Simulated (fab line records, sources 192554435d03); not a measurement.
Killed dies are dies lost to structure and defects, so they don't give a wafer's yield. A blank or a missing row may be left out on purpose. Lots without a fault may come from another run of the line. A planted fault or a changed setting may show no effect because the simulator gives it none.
Chamber matching | flow n5_finfet | N5_BEOL_M1_PRE_CLEAN_60 on cvd_co-01: 3 sister chambers
The step time 15 s. 22 wafers are shown with their chamber, then 11 later ones without.

WAFERS WITH THEIR CHAMBER
wafer  | chamber | heater_power_w (W)
L075.1 | 2       | 77
L075.4 | 0       | 61
L075.6 | 2       | 77
L076.3 | 2       | 76
L076.5 | 0       | 63
L076.6 | 2       | 77
L080.2 | 2       | 79
L080.3 | 0       | 61
L080.6 | 2       | 76
L082.4 | 2       | 76
L082.5 | 1       | 75
L082.6 | 0       | 62
L081.3 | 0       | 62
L081.5 | 1       | 76
L081.6 | 0       | 61
L083.4 | 1       | 77
L083.5 | 0       | 62
L083.6 | 1       | 77
L089.4 | 0       | 62
L089.5 | 2       | 78
L089.6 | 1       | 77
L092.2 | 2       | 77

SIGNATURES (means of the wafers above)
reading        | chamber 0 | chamber 1 | chamber 2 | scatter within a chamber
heater_power_w | 61.75     | 76.40     | 77.00     | 0.88
Rule: a wafer's distance from a chamber is the root of the sum, over the readings, of the square of ((its reading less the chamber's mean) divided by the reading's scatter). The wafer belongs to the nearest chamber; if the next one is less than 2 further off, it can't be placed. The scatter: the root of (the sum of the squares of (reading less its chamber's mean) over the shown wafers, divided by (wafers less chambers)).

WAFERS WITHOUT THEIR CHAMBER
wafer  | heater_power_w (W)
L092.3 | 80
L092.6 | 79
L093.2 | 62
L093.3 | 79
L093.5 | 78
L094.1 | 77
L094.5 | 78
L094.6 | 76
L095.1 | 63
L095.4 | 77
L095.5 | 64

WHICH CHAMBER EACH WENT THROUGH
wafer  | from the rows above     | in truth
L092.3 | can't be placed: 2 or 1 | 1
L092.6 | can't be placed: 2 or 1 | 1
L093.2 | 0                       | 0
L093.3 | can't be placed: 2 or 1 | 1
L093.5 | can't be placed: 2 or 1 | 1
L094.1 | can't be placed: 2 or 1 | 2
L094.5 | can't be placed: 2 or 1 | 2
L094.6 | can't be placed: 1 or 2 | 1
L095.1 | 0                       | 0
L095.4 | can't be placed: 2 or 1 | 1
L095.5 | 0                       | 0
Placed correctly: 3 of 11. Can't be placed from these rows: 8 (the true chamber is among the candidates in 8). Placed wrongly: 0.
